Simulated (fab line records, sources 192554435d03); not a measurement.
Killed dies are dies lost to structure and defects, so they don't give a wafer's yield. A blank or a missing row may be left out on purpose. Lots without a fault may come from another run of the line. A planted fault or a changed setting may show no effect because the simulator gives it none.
Chamber matching | flow n5_finfet | N5_BEOL_M15_CMP_49 on cmp-01: 4 sister chambers
The step polishes, stops on SiO2, t overpolish 4.9 s, target thk 850 nm. 20 wafers are shown with their chamber, then 10 later ones without.

WAFERS WITH THEIR CHAMBER
wafer  | chamber | motor_current_A (A) | barrier_field_endpoint_s (s) | overpolish_run_s (s)
L074.4 | 3       | 7.4                 | 11.37                        | 4.885
L074.5 | 0       | 8.5                 | 11.65                        | 4.882
L074.6 | 1       | 10.1                | 11.41                        | 4.892
L077.1 | 3       | 7.4                 | 11.68                        | 4.890
L077.2 | 1       | 9.8                 | 11.39                        | 4.900
L077.6 | 2       | 7.3                 | 11.38                        | 4.906
L079.1 | 2       | 7.6                 | 11.62                        | 4.895
L079.2 | 0       | 8.4                 | 11.75                        | 4.904
L079.5 | 3       | 7.6                 | 11.75                        | 4.907
L083.3 | 1       | 10.2                | 11.69                        | 4.886
L083.4 | 0       | 8.5                 | 11.66                        | 4.904
L083.5 | 2       | 7.5                 | 11.75                        | 4.908
L085.3 | 2       | 7.9                 | 11.73                        | 4.893
L085.4 | 0       | 8.7                 | 11.88                        | 4.897
L085.5 | 2       | 7.2                 | 11.78                        | 4.910
L087.1 | 1       | 10.2                | 11.65                        | 4.907
L087.2 | 3       | 7.3                 | 11.35                        | 4.907
L087.3 | 2       | 7.4                 | 11.38                        | 4.916
L089.1 | 3       | 7.4                 | 11.31                        | 4.910
L089.2 | 1       | 10.3                | 11.74                        | 4.897

SIGNATURES (means of the wafers above)
reading                  | chamber 0 | chamber 1 | chamber 2 | chamber 3 | scatter within a chamber
motor_current_A          | 8.525     | 10.120    | 7.483     | 7.420     | 0.186
barrier_field_endpoint_s | 11.7350   | 11.5760   | 11.6067   | 11.4920   | 0.173
overpolish_run_s         | 4.89675   | 4.89640   | 4.90467   | 4.89980   | 0.00968
Rule: a wafer's distance from a chamber is the root of the sum, over the readings, of the square of ((its reading less the chamber's mean) divided by the reading's scatter). The wafer belongs to the nearest chamber; if the next one is less than 2 further off, it can't be placed. The scatter: the root of (the sum of the squares of (reading less its chamber's mean) over the shown wafers, divided by (wafers less chambers)).

WAFERS WITHOUT THEIR CHAMBER
wafer  | motor_current_A (A) | barrier_field_endpoint_s (s) | overpolish_run_s (s)
L089.4 | 8.9                 | 11.55                        | 4.909
L093.2 | 7.5                 | 11.48                        | 4.893
L093.3 | 10.7                | 11.19                        | 4.902
L093.4 | 8.4                 | 11.48                        | 4.909
L094.4 | 7.3                 | 11.73                        | 4.902
L094.5 | 8.3                 | 11.73                        | 4.909
L094.6 | 7.6                 | 11.74                        | 4.898
L095.1 | 7.5                 | 11.30                        | 4.891
L095.4 | 10.4                | 11.44                        | 4.903
L095.5 | 7.9                 | 11.36                        | 4.899

WHICH CHAMBER EACH WENT THROUGH
wafer  | from the rows above          | in truth
L089.4 | 0                            | 0
L093.2 | can't be placed: 3 or 2      | 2
L093.3 | 1                            | 1
L093.4 | 0                            | 0
L094.4 | can't be placed: 2 or 3      | 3
L094.5 | 0                            | 0
L094.6 | can't be placed: 2 or 3      | 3
L095.1 | can't be placed: 3 or 2      | 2
L095.4 | 1                            | 1
L095.5 | can't be placed: 3 or 2 or 0 | 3
Placed correctly: 5 of 10. Can't be placed from these rows: 5 (the true chamber is among the candidates in 5). Placed wrongly: 0.
